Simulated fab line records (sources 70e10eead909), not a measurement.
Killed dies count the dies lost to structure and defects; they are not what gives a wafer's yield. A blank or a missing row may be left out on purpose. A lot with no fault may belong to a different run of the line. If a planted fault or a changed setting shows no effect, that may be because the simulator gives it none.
Code-filled problem report in 8D (eight disciplines) form / flow nand harc / the parts of the form that need people (team, actions taken, sign-off) are left out

1. PROBLEM STATEMENT
At NHARC_P_M1_CD_MEAS_09, cd nm averages 151.2 nm over 6 wafers from 2 lots, while fault-free wafers read 130.0 nm, standard deviation 0.76. Relative to the usual mean, that is a shift of +28 standard deviations.
The step: target cd 130 nm.
First seen on wafer L169.2, day 8 12:50, on cd sem-02. The record has a number at this step for 36 wafers belonging to 12 lots. Rule for "out", or "out of limits": more than 4 standard deviations from the usual mean. The other wafers with a number count as sound.

2. WHAT IT IS AND WHAT IT IS NOT
question=which readings at this step | is=cd nm | is not=-
question=which lots | is=L167, L169 | is not=L159, L160, L162, L163, L172, L173, L174, L176, L179, L181
question=which wafers of those lots | is=all that have a number | is not=-
question=read on which gauges | is=cd sem-02, cd sem-03 | is not=cd sem-01
question=when | is=from day 8 12:50 | is not=up to then (12 sound wafers); but 18 sound wafers of L172, L173, L174, L176, L179, L181 came after

3. THE SUSPECTS, EACH WITH WHAT RULES IT OUT
Counting: a tool at a process step up to the reading stays a suspect if it ran every lot that is out and no sound lot after the first of them.
- the gauge at NHARC_P_M1_CD_MEAS_09 is ruled out. The wafers that are out were read on 2 gauges (cd sem-02, cd sem-03).
- litho track-04 at NHARC_P_M1_PEB_07 (peb time 65 s): kept. Every lot that is out went through it, starting with L169 (day 8 12:46), and after that it ran no sound lot; the last sound lot it ran before then is L163 (day 7 09:27). Its own readings are out on those wafers: heater power total W, plate temp C.
The count leaves litho track-04 at NHARC_P_M1_PEB_07.

4. THE CAUSE (what the simulator had put in)
Process parameter drift: litho track-04, from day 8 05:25 on, at NHARC_P_M1_PEB_07. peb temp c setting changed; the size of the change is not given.
Only this tool survived the counting.

5. THE CHAIN OF EFFECTS, in route order
Each row: a reading where the mean over the struck wafers with a number is more than 3 standard deviations away from the usual. Readings are gone through only where the record gives a usual standard deviation; hours: the median, over the lots, of the time from a lot's start at the first step in this table giving one to that lot's start at this step; sigmas: the change measured in usual standard deviations.
hours=0; step=NHARC_P_M1_PEB_07; reading=heater power total W; usual=156.5 W; on struck wafers=171.7; change=+15.2; sigmas=+37
hours=0; step=NHARC_P_M1_PEB_07; reading=plate temp C; usual=100.00 C; on struck wafers=107.02; change=+7.02; sigmas=+59
hours=0; step=NHARC_P_M1_CD_MEAS_09; reading=cd nm; usual=130.0 nm; on struck wafers=151.2; change=+21.2; sigmas=+28
The process steps in it:
- NHARC_P_M1_PEB_07: peb time 65 s.
Later measuring or inspecting steps at which every struck wafer that the step has a row for has a number for every such reading, and none has moved that far: NHARC_P_M1_OVL_MEAS_10, NHARC_P_M1_INSPECT_11, NHARC_END_SORT_01.

6. WHAT WOULD HAVE CAUGHT IT SOONER
Counted from the fault's start at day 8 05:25, it took 7 hours until the first out-of-limits reading at a measuring or inspecting step in this record, taken at day 8 12:50.
The tool's own readings at NHARC_P_M1_PEB_07 were out on every struck wafer that the step has a row for (heater power total W, plate temp C): an alarm limit on them would have fired on the first of those.
Among the 2 lots that are out, L167 began NHARC_P_M1_PEB_07 on litho track-04 after day 8 12:50. Holding the tool at that time would have saved it.
